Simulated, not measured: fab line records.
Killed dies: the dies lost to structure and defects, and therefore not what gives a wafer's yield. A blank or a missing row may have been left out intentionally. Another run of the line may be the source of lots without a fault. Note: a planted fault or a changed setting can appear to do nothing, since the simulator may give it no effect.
Matching of chambers | flow n5_finfet | 4 sister chambers for N5_BEOL_M8_ETCH_62 on rie_diel-01
The step etches SOC in N2/H2, target depth 110 nm, overetch 22 nm, time 165 s. 16 wafers are shown with their chamber, then 8 later ones without.

== EACH WAFER AND ITS CHAMBER ==
wafer  | chamber | showerhead_plenum_p_Torr (Torr) | throttle_valve_pct (%) | oes_product_au (a.u.)
L076.1 | 3       | 2.60                            | 17.53                  | 0.78
L076.3 | 2       | 2.70                            | 17.77                  | 0.68
L076.6 | 0       | 2.65                            | 17.63                  | 0.64
L079.1 | 2       | 2.70                            | 17.75                  | 0.70
L079.3 | 1       | 2.69                            | 17.11                  | 0.85
L079.4 | 3       | 2.60                            | 17.52                  | 0.78
L078.2 | 0       | 2.65                            | 17.62                  | 0.63
L078.4 | 3       | 2.60                            | 17.52                  | 0.77
L078.5 | 1       | 2.69                            | 17.11                  | 0.84
L081.1 | 0       | 2.65                            | 17.64                  | 0.63
L081.4 | 1       | 2.69                            | 17.13                  | 0.80
L081.5 | 0       | 2.65                            | 17.65                  | 0.63
L085.3 | 0       | 2.64                            | 17.67                  | 0.63
L085.5 | 3       | 2.60                            | 17.56                  | 0.75
L085.6 | 0       | 2.64                            | 17.67                  | 0.63
L091.3 | 0       | 2.64                            | 17.67                  | 0.62

SIGNATURES (averages over the wafers above)
reading                  | chamber 0 | chamber 1 | chamber 2 | chamber 3 | scatter within a chamber
showerhead_plenum_p_Torr | 2.6457    | 2.6900    | 2.7000    | 2.6000    | 0.00378
throttle_valve_pct       | 17.6500   | 17.1167   | 17.7600   | 17.5325   | 0.0186
oes_product_au           | 0.6300    | 0.8300    | 0.6900    | 0.7700    | 0.0141
Rule: for each reading, subtract the chamber's mean from the wafer's reading, divide by that reading's scatter and square the result; add these up over the readings and take the root, which gives the wafer's distance from the chamber. If the next closest chamber is less than 2 further off than the closest, the wafer can't be placed; otherwise it belongs to the closest. How the scatter is found: for the shown wafers, subtract from each reading the mean of its chamber, square and add these, divide the total by (wafers less chambers), then take the root.

== WAFERS WHOSE CHAMBER IS MISSING ==
wafer  | showerhead_plenum_p_Torr (Torr) | throttle_valve_pct (%) | oes_product_au (a.u.)
L091.4 | 2.69                            | 17.81                  | 0.67
L091.6 | 2.69                            | 17.82                  | 0.66
L092.3 | 2.68                            | 17.18                  | 0.76
L092.4 | 2.69                            | 17.83                  | 0.66
L092.6 | 2.59                            | 17.59                  | 0.72
L095.2 | 2.63                            | 17.70                  | 0.61
L095.4 | 2.58                            | 17.61                  | 0.71
L095.6 | 2.68                            | 17.83                  | 0.66

== WHICH CHAMBER EACH WENT THROUGH ==
wafer  | from the rows above | in truth
L091.4 | 2                   | 2
L091.6 | 2                   | 2
L092.3 | 1                   | 1
L092.4 | 2                   | 2
L092.6 | 3                   | 3
L095.2 | 0                   | 0
L095.4 | 3                   | 3
L095.6 | 2                   | 2
Correct placement for 8 of the 8. Not placeable from these rows: 0. Placed wrongly: 0.
